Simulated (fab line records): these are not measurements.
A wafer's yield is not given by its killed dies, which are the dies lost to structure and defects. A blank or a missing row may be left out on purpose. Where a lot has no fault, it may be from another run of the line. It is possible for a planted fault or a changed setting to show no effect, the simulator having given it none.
fab line records ; flow n5Finfet ; part 1 of 2: steps 1 to 22 of 28
record: lots: 5; wafers: 15; lastDay: 19
route steps=1938 shown MOL_CONTACT_COAG@580
lots untouched by any fault: they come from a run of this same line in which no faults occurred
startH: start of the lot's first displayed wafer, in hours after the record's first day ; waitH: time in hours since the lot's previous step ; " as in the row above ; L1.1+2: several wafers, shown together as one row ; - no value present, or no start provided ; * or withheld: withheld ; < > ~ a bound
route shown NAME@n: a module of which the file shows steps, and the number in the route of the first ; usual: mean/standard deviation of fault-free wafers ; same: alike in all rows ; chamber/n: place in a boat ; sites: readings site by site ; _std_site: standard deviation across them ; _edge_site: inner sites' mean taken away from outer sites' mean ; radiusMm: how far each site lies from the wafer's centre ; mask NAME#n: copy n ; behind: tool/chamber where the wafer was last shaped ; hold: what put the lot on hold/how long, in hours/how the hold closed ; device: which transistor (n, p or np) failed to switch ; end of line: tests run on the same wafers once the route is complete ; step lacking rows: just its recipe ; killed: count of dies lost to structure and defects at first sort (not the wafer's yield) ; map: a wafer's dies, marking killed ones x, the rest . and places with no die _
set.NAME: the run value of the setting; set.NAME@STEP: its run value at that earlier step ; model.NAME: the simulator's own value behind a step, which no gauge read
certain route steps with their lots: each step a table, each wafer a row
services: the hour from which a tool's chamber was out of use, counted from the record's first day as startH (under 0 if before that day), plus the number of hours and why
== steps ==
step: N5_MOL_CONTACT_COAG_ETCHBACK_132
recipe: chemistry: CHF3; target: SiO2; targetDepthA: 100; timeS: 6.7; ionEnergyEv: 200; pressureMtorr: 30; sourceW: 610; biasW: 170; Ar_flow_sccm: 200; CHF3_flow_sccm: 50
usual: drypumpMotorCurrentA: 5.8/0.48; oes_ar_750_au: 0.78/0.082; oes_f_703_au: 0.78/0.081; oesProductAu: 0.78/0.088; rfVppV: 525/5.5; showerheadPlenumPTorr: 2.39/0.049; throttleValvePct: 18.82/0.18
lot.wafer;tool;chamber;startH;waitH;drypumpMotorCurrentA;oes_ar_750_au;oes_f_703_au;oesProductAu;rfHoursCounterH;rfVppV;showerheadPlenumPTorr;throttleValvePct
L077.1;rieDiel-04;2;115.87;0.1;5.6;0.73;0.73;0.72;157;523;2.39;19.00
L077.3;rieDiel-04;0;115.87;0.1;6.2;0.69;0.68;0.68;233;532;2.44;18.85
L077.4;rieDiel-04;2;115.87;0.1;5.5;0.74;0.73;0.72;-;523;2.39;19.01
L078.2;rieDiel-05;1;122.84;0.1;6.6;0.79;0.78;0.80;127;519;2.39;18.57
L078.3;rieDiel-05;0;122.84;0.1;5.7;0.84;0.82;0.84;58;528;2.52;18.79
L078.5;rieDiel-05;0;122.84;0.1;5.7;0.83;0.82;0.85;-;529;2.52;18.80
L081.1;rieDiel-04;1;141.19;0.2;6.2;0.68;0.68;0.67;244;528;2.35;18.92
L081.3;rieDiel-04;2;141.19;0.2;5.5;0.73;0.72;0.71;168;522;2.38;19.00
L081.4;rieDiel-04;0;141.19;0.2;6.2;0.68;0.67;0.67;243;532;2.44;18.86
L086.1;rieDiel-05;3;173.44;0.1;6.0;0.82;0.83;0.82;87;520;2.31;18.90
L086.5;rieDiel-05;3;173.44;0.1;6.0;0.83;0.82;0.82;-;521;2.31;18.92
L086.6;rieDiel-05;2;173.44;0.1;6.0;0.74;0.74;0.73;-;525;2.45;19.01
L097.3;rieDiel-04;3;241.15;0.3;5.5;0.88;0.87;0.89;41;525;2.43;18.63
L097.4;rieDiel-04;1;241.15;0.3;6.3;0.91;0.94;0.95;10;526;2.34;18.52
L097.6;rieDiel-04;2;241.15;0.3;5.5;0.70;0.70;0.69;-;522;2.37;19.10
step: N5_MOL_CONTACT_COAG_ETCH_91
recipe: chemistry: N2/H2; target: SOC; targetDepthA: 600; overetchA: 210; maskMaterial: SiARC; tempC: 40; timeS: 101.2; ionEnergyEv: 200; pressureMtorr: 30; sourceW: 840; biasW: 150; n2FlowSccm: 200; h2FlowSccm: 200
usual: drypumpMotorCurrentA: 5.8/0.49; h2FlowSccm: 200.0/0.6; oesProductAu: 0.66/0.07; rfVppV: 524.2/1.8; showerheadPlenumPTorr: 2.56/0.057; throttleValvePct: 17.93/0.19
lot.wafer;tool;chamber;startH;waitH;drypumpMotorCurrentA;h2FlowSccm;oesProductAu;rfHoursCounterH;rfVppV;showerheadPlenumPTorr;throttleValvePct
L077.1;rieDiel-04;2;115.90;0.0;5.6;200.9;0.62;157;523.2;2.54;18.09
L077.3;rieDiel-04;0;115.90;0.0;6.2;200.5;0.58;233;525.6;2.62;17.93
L077.4;rieDiel-04;2;115.90;0.0;5.5;200.8;0.61;-;522.8;2.54;18.11
L078.2;rieDiel-05;1;122.87;0.0;6.7;200.0;0.67;127;524.0;2.56;17.76
L078.3;rieDiel-05;0;122.87;0.0;5.7;200.3;0.70;58;527.0;2.70;17.94
L078.5;rieDiel-05;0;122.87;0.0;5.7;200.7;0.70;-;527.3;2.70;17.95
L081.1;rieDiel-04;1;141.23;0.0;6.2;200.0;0.57;244;522.7;2.50;17.99
L081.3;rieDiel-04;2;141.23;0.0;5.6;200.2;0.60;168;522.9;2.53;18.13
L081.4;rieDiel-04;0;141.23;0.0;6.2;200.1;0.57;243;525.6;2.61;17.97
L086.1;rieDiel-05;3;173.48;0.0;6.0;200.3;0.69;87;521.9;2.46;17.91
L086.5;rieDiel-05;3;173.48;0.0;6.0;200.3;0.69;-;521.1;2.46;17.92
L086.6;rieDiel-05;2;173.48;0.0;6.0;200.1;0.61;-;527.3;2.63;18.12
L097.3;rieDiel-04;3;241.19;0.0;5.5;200.1;0.73;41;525.6;2.59;17.80
L097.4;rieDiel-04;1;241.19;0.0;6.3;198.8;0.78;10;522.6;2.49;17.55
L097.6;rieDiel-04;2;241.19;0.0;5.6;199.9;0.58;-;522.1;2.52;18.16
step: N5_MOL_CONTACT_COAG_STRIP_92
recipe: chemistry: N2/H2; tempC: 40; n2FlowSccm: 200; h2FlowSccm: 200; rfFrequencyHz: 6e+07
lot.wafer;tool;chamber;startH;waitH
L077.1+3+4;rieDiel-04;2,0,2;115.97;0.0
L078.2+3+5;rieDiel-05;1,0,0;122.94;0.0
L081.1+3+4;rieDiel-04;1,2,0;141.30;0.0
L086.1+5+6;rieDiel-05;3,3,2;173.55;0.0
L097.3+4+6;rieDiel-04;3,1,2;241.26;0.0
step: N5_MOL_CONTACT_COAG_STRIP_93
recipe: chemistry: N2/H2; tempC: 40; n2FlowSccm: 200; h2FlowSccm: 200; rfFrequencyHz: 6e+07
lot.wafer;tool;chamber;startH;waitH
L077.1+3+4;rieDiel-04;2,0,2;115.98;0.0
L078.2+3+5;rieDiel-05;1,0,0;122.95;0.0
L081.1+3+4;rieDiel-04;1,2,0;141.31;0.0
L086.1+5+6;rieDiel-05;3,3,2;173.56;0.0
L097.3+4+6;rieDiel-04;3,1,2;241.27;0.0
step: N5_MOL_CONTACT_COAG_ETCHBACK_135
recipe: chemistry: CHF3; target: SiO2; targetDepthA: 250; timeS: 16.7; ionEnergyEv: 200; pressureMtorr: 30; sourceW: 610; biasW: 170; Ar_flow_sccm: 200; CHF3_flow_sccm: 50
usual: drypumpMotorCurrentA: 5.8/0.48; oes_ar_750_au: 0.78/0.083; oes_f_703_au: 0.78/0.08; oesProductAu: 0.78/0.088; rfVppV: 525/5.4; showerheadPlenumPTorr: 2.39/0.049; throttleValvePct: 18.82/0.18
lot.wafer;tool;chamber;startH;waitH;drypumpMotorCurrentA;oes_ar_750_au;oes_f_703_au;oesProductAu;rfHoursCounterH;rfVppV;showerheadPlenumPTorr;throttleValvePct
L077.1;rieDiel-04;2;115.99;0.0;5.6;0.74;0.73;0.72;158;521;2.39;19.01
L077.3;rieDiel-04;0;115.99;0.0;6.2;0.69;0.69;0.68;233;529;2.44;18.86
L077.4;rieDiel-04;2;115.99;0.0;5.5;0.73;0.73;0.72;-;523;2.39;19.00
L078.2;rieDiel-05;1;122.96;0.0;6.6;0.78;0.80;0.80;127;521;2.39;18.57
L078.3;rieDiel-05;0;122.96;0.0;5.7;0.84;0.82;0.83;58;529;2.52;18.79
L078.5;rieDiel-05;0;122.96;0.0;5.7;0.84;0.83;0.84;-;528;2.52;18.80
L081.1;rieDiel-04;1;141.32;0.0;6.2;0.68;0.68;0.68;244;528;2.35;18.94
L081.3;rieDiel-04;2;141.32;0.0;5.5;0.73;0.73;0.72;168;522;2.38;19.02
L081.4;rieDiel-04;0;141.32;0.0;6.2;0.68;0.68;0.68;243;533;2.44;18.86
L086.1;rieDiel-05;3;173.57;0.0;6.0;0.82;0.82;0.83;87;520;2.31;18.92
L086.5;rieDiel-05;3;173.57;0.0;6.0;0.82;0.82;0.82;-;521;2.31;18.91
L086.6;rieDiel-05;2;173.57;0.0;6.1;0.74;0.73;0.73;-;524;2.45;19.01
L097.3;rieDiel-04;3;241.28;0.0;5.5;0.87;0.87;0.89;41;527;2.43;18.62
L097.4;rieDiel-04;1;241.28;0.0;6.3;0.93;0.92;0.94;10;525;2.34;18.53
L097.6;rieDiel-04;2;241.28;0.0;5.6;0.70;0.69;0.69;-;523;2.37;19.07
step: N5_MOL_CONTACT_COAG_STRIP_118
recipe: chemistry: CHF3; resist: SiARC; rfFrequencyHz: 6e+07
lot.wafer;tool;chamber;startH;waitH
L077.1+3+4;rieDiel-04;2,0,2;116.02;0.0
L078.2+3+5;rieDiel-05;1,0,0;122.99;0.0
L081.1+3+4;rieDiel-04;1,2,0;141.34;0.0
L086.1+5+6;rieDiel-05;3,3,2;173.59;0.0
L097.3+4+6;rieDiel-04;3,1,2;241.30;0.0
step: N5_MOL_CONTACT_COAG_VIA_ETCH_46
recipe: chemistry: C4F6/O2; targetDepthA: 460; overetchA: 92; maskMaterial: SOC; target: SiO2; biasW: 455; pressureMtorr: 10; timeS: 40; sourceW: 325; Ar_flow_sccm: 300; C4F6_flow_sccm: 10; O2_flow_sccm: 10; ionEnergyEv: 575.3; ends: endPoint
usual: drypumpMotorCurrentA: 5.8/0.48; oes_ar_750_au: 0.78/0.082; oes_f_703_au: 0.78/0.08; oesProductAu: 0.70/0.075; rfVppV: 1589/15; showerheadPlenumPTorr: 2.86/0.059; throttleValvePct: 41.04/0.21
lot.wafer;tool;chamber;startH;waitH;drypumpMotorCurrentA;oes_ar_750_au;oes_f_703_au;oesProductAu;rfHoursCounterH;rfVppV;showerheadPlenumPTorr;throttleValvePct
L077.1;rieDiel-04;2;116.03;0.0;5.5;0.73;0.73;0.65;158;1582;2.85;41.34
L077.3;rieDiel-04;0;116.03;0.0;6.2;0.68;0.69;0.62;233;1607;2.92;40.89
L077.4;rieDiel-04;2;116.03;0.0;5.6;0.73;0.73;0.66;-;1582;2.85;41.35
L078.2;rieDiel-05;1;123.00;0.0;6.6;0.79;0.79;0.71;127;1576;2.85;40.82
L078.3;rieDiel-05;0;123.00;0.0;5.7;0.83;0.82;0.75;58;1603;3.00;41.07
L078.5;rieDiel-05;0;123.00;0.0;5.7;0.84;0.83;0.77;-;1602;3.00;41.10
L081.1;rieDiel-04;1;141.35;0.0;6.3;0.68;0.68;0.61;244;1593;2.80;41.16
L081.3;rieDiel-04;2;141.35;0.0;5.6;0.72;0.72;0.64;168;1583;2.84;41.38
L081.4;rieDiel-04;0;141.35;0.0;6.2;0.68;0.68;0.61;243;1607;2.91;40.89
L086.1;rieDiel-05;3;173.60;0.0;6.0;0.82;0.83;0.73;87;1579;2.76;40.98
L086.5;rieDiel-05;3;173.60;0.0;6.0;0.82;0.82;0.73;-;1578;2.76;40.99
L086.6;rieDiel-05;2;173.60;0.0;6.0;0.74;0.74;0.66;-;1589;2.93;40.94
L097.3;rieDiel-04;3;241.31;0.0;5.5;0.87;0.86;0.77;41;1596;2.90;41.02
L097.4;rieDiel-04;1;241.31;0.0;6.2;0.93;0.93;0.83;10;1591;2.78;40.76
L097.6;rieDiel-04;2;241.31;0.0;5.6;0.70;0.69;0.62;-;1581;2.83;41.38
step: N5_MOL_CONTACT_COAG_STRIP_96
recipe: chemistry: N2/H2; powerW: 500; tempC: 40; pressureMtorr: 50; rfFrequencyHz: 6e+07; overashFraction: 0.3; biasPowerW: 28; h2Frac: 0.5; n2FlowSccm: 300; h2FlowSccm: 300
usual: drypumpMotorCurrentA: 5.8/0.49; h2FlowSccm: 300.1/0.87; oesProductAu: 0.78/0.089; rfVppV: 121.8/1.3; showerheadPlenumPTorr: 3.38/0.072; throttleValvePct: 19.04/0.25
same: overashFraction: 0.3
lot.wafer;tool;chamber;startH;waitH;drypumpMotorCurrentA;h2FlowSccm;oesProductAu;rfHoursCounterH;rfVppV;showerheadPlenumPTorr;throttleValvePct
L077.1;rieDiel-04;2;116.09;0.0;5.6;300.2;0.73;158;124.0;3.35;19.38
L077.3;rieDiel-04;0;116.09;0.0;6.2;300.3;0.69;233;122.7;3.45;18.93
L077.4;rieDiel-04;2;116.09;0.0;5.6;301.0;0.72;-;121.9;3.35;19.37
L078.2;rieDiel-05;1;123.06;0.0;6.6;299.7;0.79;127;124.3;3.38;19.09
L078.3;rieDiel-05;0;123.06;0.0;5.7;299.7;0.84;58;124.0;3.55;19.18
L078.5;rieDiel-05;0;123.06;0.0;5.7;299.9;0.84;-;121.2;3.55;19.20
L081.1;rieDiel-04;1;141.42;0.0;6.2;300.6;0.68;244;123.0;3.31;18.94
L081.3;rieDiel-04;2;141.42;0.0;5.5;298.6;0.73;168;121.6;3.35;19.40
L081.4;rieDiel-04;0;141.42;0.0;6.2;299.5;0.68;243;121.7;3.45;18.96
L086.1;rieDiel-05;3;173.67;0.0;6.0;300.2;0.81;87;121.0;3.25;18.95
L086.5;rieDiel-05;3;173.67;0.0;6.0;300.1;0.82;-;122.5;3.25;18.95
L086.6;rieDiel-05;2;173.67;0.0;6.0;301.3;0.73;-;121.9;3.47;19.06
L097.3;rieDiel-04;3;241.38;0.0;5.5;299.8;0.90;41;121.6;3.42;19.06
L097.4;rieDiel-04;1;241.38;0.0;6.2;300.1;0.93;10;122.1;3.29;18.57
L097.6;rieDiel-04;2;241.38;0.0;5.6;299.5;0.68;-;119.6;3.33;19.47
step: N5_MOL_CONTACT_COAG_ETCH_47
recipe: chemistry: CH3F/O2; target: SiNx; targetDepthA: 270; maskMaterial: SiO2; stopOn: W; overEtchFrac: 0.2; ionEnergyEv: 120; endpoint: OES-CN; pressureMtorr: 30; sourceW: 395; biasW: 73; Ar_flow_sccm: 150; CH3F_flow_sccm: 30; O2_flow_sccm: 20; ends: endPoint
usual: drypumpMotorCurrentA: 5.8/0.48; etchRfOnTimeS: 31.2/0.44; oes_ar_750_au: 0.78/0.082; oes_f_703_au: 0.78/0.081; oesProductAu: 0.70/0.078; rfVppV: 298/3; showerheadPlenumPTorr: 2.01/0.043; throttleValvePct: 16.44/0.19
lot.wafer;tool;chamber;startH;waitH;drypumpMotorCurrentA;etchRfOnTimeS;oes_ar_750_au;oes_f_703_au;oesProductAu;rfHoursCounterH;rfVppV;showerheadPlenumPTorr;throttleValvePct
L077.1;rieDiel-04;2;116.13;0.0;5.6;31.9;0.73;0.73;0.64;158;297;2.00;16.62
L077.3;rieDiel-04;0;116.13;0.0;6.2;31.7;0.68;0.69;0.61;233;302;2.06;16.50
L077.4;rieDiel-04;2;116.13;0.0;5.6;31.8;0.73;0.74;0.66;-;297;2.01;16.63
L078.2;rieDiel-05;1;123.10;0.0;6.6;30.9;0.79;0.79;0.71;127;294;2.01;16.20
L078.3;rieDiel-05;0;123.10;0.0;5.7;31.3;0.83;0.82;0.76;58;300;2.12;16.39
L078.5;rieDiel-05;0;123.10;0.0;5.7;31.5;0.83;0.83;0.75;-;302;2.12;16.41
L081.1;rieDiel-04;1;141.46;0.0;6.2;31.4;0.68;0.69;0.61;244;298;1.97;16.55
L081.3;rieDiel-04;2;141.46;0.0;5.6;31.5;0.73;0.73;0.64;168;296;2.00;16.66
L081.4;rieDiel-04;0;141.46;0.0;6.2;31.7;0.67;0.67;0.61;243;302;2.05;16.52
L086.1;rieDiel-05;3;173.71;0.0;6.0;30.6;0.82;0.83;0.73;87;296;1.94;16.51
L086.5;rieDiel-05;3;173.71;0.0;6.0;31.1;0.82;0.83;0.73;-;296;1.94;16.52
L086.6;rieDiel-05;2;173.71;0.0;6.1;31.2;0.74;0.74;0.65;-;299;2.07;16.65
L097.3;rieDiel-04;3;241.42;0.0;5.5;30.9;0.88;0.87;0.79;41;300;2.04;16.23
L097.4;rieDiel-04;1;241.42;0.0;6.2;30.6;0.93;0.92;0.84;10;298;1.96;16.11
L097.6;rieDiel-04;2;241.42;0.0;5.6;32.3;0.70;0.70;0.61;-;295;1.99;16.71
step: N5_MOL_CONTACT_COAG_STRIP_119
recipe: chemistry: N2/H2; timeS: 30; powerW: 1000; tempC: 250; pressureMtorr: withheld; n2FlowSccm: 1750; h2FlowSccm: 3250
usual: drypumpMotorCurrentA: 5.74/0.098; h2FlowSccm: 3250/10; heaterPowerW: 343/22
lot.wafer;tool;chamber;startH;waitH;drypumpMotorCurrentA;h2FlowSccm;heaterPowerW;rfHoursCounterH
L077.1;plasmaAsher-02;0;116.22;0.1;5.95;3238;352;98
L077.3;plasmaAsher-02;1;116.22;0.1;5.74;3254;301;-
L077.4;plasmaAsher-02;0;116.22;0.1;5.96;3253;344;-
L078.2;plasmaAsher-02;1;123.19;0.1;5.72;3242;303;100
L078.3;plasmaAsher-02;1;123.19;0.1;5.70;3253;311;-
L078.5;plasmaAsher-02;1;123.19;0.1;5.70;3246;307;-
L081.1;plasmaAsher-02;1;141.55;0.1;5.73;3242;299;104
L081.3;plasmaAsher-02;1;141.55;0.1;5.71;3243;303;-
L081.4;plasmaAsher-02;0;141.55;0.1;5.91;3258;350;-
L086.1;plasmaAsher-01;0;173.79;0.1;5.66;3249;355;58
L086.5;plasmaAsher-01;1;173.79;0.1;5.73;3244;343;-
L086.6;plasmaAsher-01;0;173.79;0.1;5.65;3251;358;-
L097.3;plasmaAsher-02;0;241.52;0.1;5.95;3251;354;-
L097.4;plasmaAsher-02;1;241.52;0.1;5.71;3258;300;-
L097.6;plasmaAsher-02;0;241.52;0.1;5.96;3262;349;-
step: N5_MOL_CONTACT_COAG_PRECLEAN_144
recipe: chemistry: alkalineClean; tempC: 60; timeS: 60; doPpb: 50
usual: doPpb: 50.0/0.48
lot.wafer;tool;chamber;startH;waitH;doPpb
L077.1;wetBench-03;3;116.30;0.1;49.7
L077.3;wetBench-03;7;116.30;0.1;49.8
L077.4;wetBench-03;4;116.30;0.1;49.8
L078.2;wetBench-04;1;123.28;0.1;50.0
L078.3;wetBench-04;2;123.28;0.1;50.2
L078.5;wetBench-04;4;123.28;0.1;50.2
L081.1;wetBench-04;3;141.64;0.1;49.5
L081.3;wetBench-04;6;141.64;0.1;50.2
L081.4;wetBench-04;4;141.64;0.1;50.2
L086.1;wetBench-04;0;173.88;0.1;50.4
L086.5;wetBench-04;3;173.88;0.1;49.4
L086.6;wetBench-04;5;173.88;0.1;50.9
L097.3;wetBench-05;3;241.59;0.0;50.6
L097.4;wetBench-05;7;241.59;0.0;49.9
L097.6;wetBench-05;5;241.59;0.0;50.1
step: N5_MOL_CONTACT_COAG_SRD_145
recipe: dry: ipaMarangoni; timeS: 30; tempC: 23; rinseLiquid: diw
lot.wafer;tool;chamber;startH;waitH
L077.1+3+4;wetBench-03;3,7,4;116.32;0.0
L078.2+3+5;wetBench-04;1,2,4;123.30;0.0
L081.1+3+4;wetBench-04;3,6,4;141.66;0.0
L086.1+5+6;wetBench-04;0,3,5;173.90;0.0
L097.3+4+6;wetBench-05;3,7,5;241.60;0.0
step: N5_MOL_CONTACT_COAG_CD_MEAS_137
recipe: targetCdNm: 16
usual: cdNm: 15.9/0.33
lot.wafer;tool;chamber;startH;waitH;cdNm
L077.1;cdSem-03;-;116.36;0.0;15.5
L077.3;cdSem-03;-;116.36;0.0;15.4
L077.4;cdSem-03;-;116.36;0.0;15.4
L078.2;cdSem-01;-;123.34;0.0;15.8
L078.3;cdSem-01;-;123.34;0.0;16.1
L078.5;cdSem-01;-;123.34;0.0;16.0
L081.1;cdSem-02;-;141.70;0.0;15.9
L081.3;cdSem-02;-;141.70;0.0;16.2
L081.4;cdSem-02;-;141.70;0.0;16.0
L086.1;cdSem-01;-;173.94;0.0;15.8
L086.5;cdSem-01;-;173.94;0.0;16.0
L086.6;cdSem-01;-;173.94;0.0;16.6
L097.3;cdSem-03;-;241.65;0.0;16.3
L097.4;cdSem-03;-;241.65;0.0;16.4
L097.6;cdSem-03;-;241.65;0.0;16.2
step: N5_MOL_CONTACT_COAG_COAT_62
recipe: resist: SOC; tempC: 250; timeS: 60; spinRpm: 1500; resistThkNm: 60
lot.wafer;tool;chamber;startH;waitH
L077.1+3+4;lithoTrack-05;0;116.40;0.0
L078.2+3+5;lithoTrack-01;0;123.38;0.0
L081.1+3+4;lithoTrack-05;0;141.73;0.0
L086.1+5+6;lithoTrack-01;0;173.97;0.0
L097.3+4+6;lithoTrack-04;0;241.68;0.0
step: N5_MOL_CONTACT_COAG_COAT_63
recipe: resist: SiARC; tempC: 220; timeS: 60; spinRpm: 1500; resistThkNm: 10
lot.wafer;tool;chamber;startH;waitH
L077.1+3+4;lithoTrack-05;0;-;-
L078.2+3+5;lithoTrack-01;0;-;-
L081.1+3+4;lithoTrack-05;0;-;-
L086.1+5+6;lithoTrack-01;0;-;-
L097.3+4+6;lithoTrack-04;0;-;-
step: N5_MOL_CONTACT_COAG_COAT_64
recipe: resist: underlayer; tempC: 205; timeS: 60; spinRpm: 1500; resistThkNm: 10
lot.wafer;tool;chamber;startH;waitH
L077.1+3+4;lithoTrack-05;0;-;-
L078.2+3+5;lithoTrack-01;0;-;-
L081.1+3+4;lithoTrack-05;0;-;-
L086.1+5+6;lithoTrack-01;0;-;-
L097.3+4+6;lithoTrack-04;0;-;-
step: N5_MOL_CONTACT_COAG_COAT_34
recipe: resist: CAR-EUV; spinRpm: 1500; resistThkNm: 40
lot.wafer;tool;chamber;startH;waitH
L077.1+3+4;lithoTrack-05;0;-;-
L078.2+3+5;lithoTrack-01;0;-;-
L081.1+3+4;lithoTrack-05;0;-;-
L086.1+5+6;lithoTrack-01;0;-;-
L097.3+4+6;lithoTrack-04;0;-;-
step: N5_MOL_CONTACT_COAG_EBR_36
recipe: solvent: PGMEA; ebrWidthMm: 1.5
lot.wafer;tool;chamber;startH;waitH
L077.1+3+4;lithoTrack-05;0;-;-
L078.2+3+5;lithoTrack-01;0;-;-
L081.1+3+4;lithoTrack-05;0;-;-
L086.1+5+6;lithoTrack-01;0;-;-
L097.3+4+6;lithoTrack-04;0;-;-
step: N5_MOL_CONTACT_COAG_SOFTBAKE_35
recipe: tempC: 110; timeS: 60; resist: CAR-EUV
lot.wafer;tool;chamber;startH;waitH
L077.1+3+4;lithoTrack-05;0;-;-
L078.2+3+5;lithoTrack-01;0;-;-
L081.1+3+4;lithoTrack-05;0;-;-
L086.1+5+6;lithoTrack-01;0;-;-
L097.3+4+6;lithoTrack-04;0;-;-
step: N5_MOL_CONTACT_COAG_EXPOSE_37
recipe: maskId: VD; na: 0.33; sourceShape: annular; sigmaInner: 0.3; sigmaOuter: 0.7; polarization: unpolarized; defocusNm: 0; doseMj: 62
lot.wafer;tool;chamber;startH;waitH;mask
L077.1+3+4;euvScanner-02;0;116.54;-;VD#0
L078.2+3+5;euvScanner-02;0;123.52;-;VD#0
L081.1+3+4;euvScanner-02;0;141.99;-;VD#0
L086.1+5+6;euvScanner-02;0;174.23;-;VD#0
L097.3+4+6;euvScanner-01;0;241.96;-;VD#0
step: N5_MOL_CONTACT_COAG_PEB_38
recipe: pebTempC: 100; pebTimeS: 60; resist: CAR-EUV
lot.wafer;tool;chamber;startH;waitH
L077.1+3+4;lithoTrack-05;0;116.61;0.1
L078.2+3+5;lithoTrack-05;0;123.59;0.1
L081.1+3+4;lithoTrack-01;0;142.07;0.1
L086.1+5+6;lithoTrack-01;0;174.31;0.1
L097.3+4+6;lithoTrack-01;0;242.02;0.1
step: N5_MOL_CONTACT_COAG_DEVELOP_39
recipe: developTimeS: 30; developer: TMAH; resist: CAR-EUV; rinseLiquid: surfactantRinse; dry: airSpin; devTempC: 23
lot.wafer;tool;chamber;startH;waitH
L077.1+3+4;lithoTrack-05;0;-;-
L078.2+3+5;lithoTrack-05;0;-;-
L081.1+3+4;lithoTrack-01;0;-;-
L086.1+5+6;lithoTrack-01;0;-;-
L097.3+4+6;lithoTrack-01;0;-;-
